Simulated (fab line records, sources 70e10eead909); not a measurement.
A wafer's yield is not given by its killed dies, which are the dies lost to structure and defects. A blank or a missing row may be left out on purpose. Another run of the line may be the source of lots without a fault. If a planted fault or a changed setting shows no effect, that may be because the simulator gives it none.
Chamber matching | flow nand-harc | NHARC_A_WL_FILL_ALD_10 on ald-hk-01: 4 sister chambers
The step deposits SiO2, target thk 50 nm, pulse time 10 s, ald cycles 500. 4 wafers are shown with their chamber, then 7 later ones without.

== WAFERS, EACH WITH ITS CHAMBER ==
wafer  | chamber | heater-power-w (W)
L082.2 | 2       | 489
L082.6 | 0       | 522
L084.1 | 3       | 497
L084.2 | 1       | 490

== WAFERS WITHOUT THEIR CHAMBER ==
wafer  | heater-power-w (W)
L084.4 | 494
L093.3 | 498
L093.4 | 513
L093.2 | 466
L096.4 | 485
L096.3 | 496
L096.6 | 503

== EACH ONE'S CHAMBER ==
wafer  | from the rows above               | in truth
L084.4 | can't be placed: 3 or 1 or 2      | 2
L093.3 | can't be placed: 3 or 1 or 2      | 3
L093.4 | can't be placed: 0 or 3 or 1 or 2 | 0
L093.2 | can't be placed: 2 or 1 or 3      | 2
L096.4 | can't be placed: 2 or 1 or 3      | 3
L096.3 | can't be placed: 3 or 1 or 2      | 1
L096.6 | can't be placed: 3 or 1 or 2 or 0 | 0
0 of 7 placed correctly. Cannot be placed on the basis of these rows: 7; the candidates contain the true chamber in 7. 0 placed wrongly.
How it was worked out, from the rows above alone: a wafer's distance from a chamber is the root of the sum, over the readings, of the square of ((its reading less the chamber's mean) divided by the reading's scatter). If the next closest chamber is less than 2 further off than the closest, the wafer can't be placed; otherwise it belongs to the closest. Each chamber's mean is taken over the wafers shown for it. The scatter: root of mean squared gap, hidden wafer to nearest shown wafer, with one shown wafer a chamber.
